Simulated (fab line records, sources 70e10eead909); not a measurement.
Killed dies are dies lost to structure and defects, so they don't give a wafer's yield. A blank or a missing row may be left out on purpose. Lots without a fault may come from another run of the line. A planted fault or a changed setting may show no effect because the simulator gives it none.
Chamber matching | flow nand_harc | NHARC_P_ZERO_WELL_DESCUM_39 on rie_diel-07: 4 sister chambers
The step chemistry O2, time 3 s. 4 wafers are shown with their chamber, then 12 later ones without.

WAFERS WITH THEIR CHAMBER
wafer  | chamber | drypump_motor_current_A (A)
L088.5 | 1       | 5.2
L088.6 | 0       | 5.4
L089.4 | 3       | 6.4
L089.6 | 2       | 5.6

WAFERS WITHOUT THEIR CHAMBER
wafer  | drypump_motor_current_A (A)
L090.1 | 5.4
L090.3 | 5.2
L090.6 | 6.3
L092.2 | 6.4
L092.5 | 5.6
L092.6 | 6.3
L094.2 | 5.4
L094.3 | 5.2
L094.4 | 5.6
L095.1 | 6.3
L095.2 | 5.4
L095.6 | 5.2

WHICH CHAMBER EACH WENT THROUGH
wafer  | from the rows above | in truth
L090.1 | 0                   | 0
L090.3 | 1                   | 1
L090.6 | 3                   | 3
L092.2 | 3                   | 3
L092.5 | 2                   | 2
L092.6 | 3                   | 3
L094.2 | 0                   | 0
L094.3 | 1                   | 1
L094.4 | 2                   | 2
L095.1 | 3                   | 3
L095.2 | 0                   | 0
L095.6 | 1                   | 1
Placed correctly: 12 of 12. Can't be placed from these rows: 0. Placed wrongly: 0.
How it was worked out, from the rows above alone: a wafer's distance from a chamber is the root of the sum, over the readings, of the square of ((its reading less the chamber's mean) divided by the reading's scatter). The wafer belongs to the nearest chamber; if the next one is less than 2 further off, it can't be placed. A chamber's mean is the mean of its shown wafers. The scatter: with one shown wafer a chamber, the root of the mean of the squares of how far each hidden wafer lies from its nearest shown one.
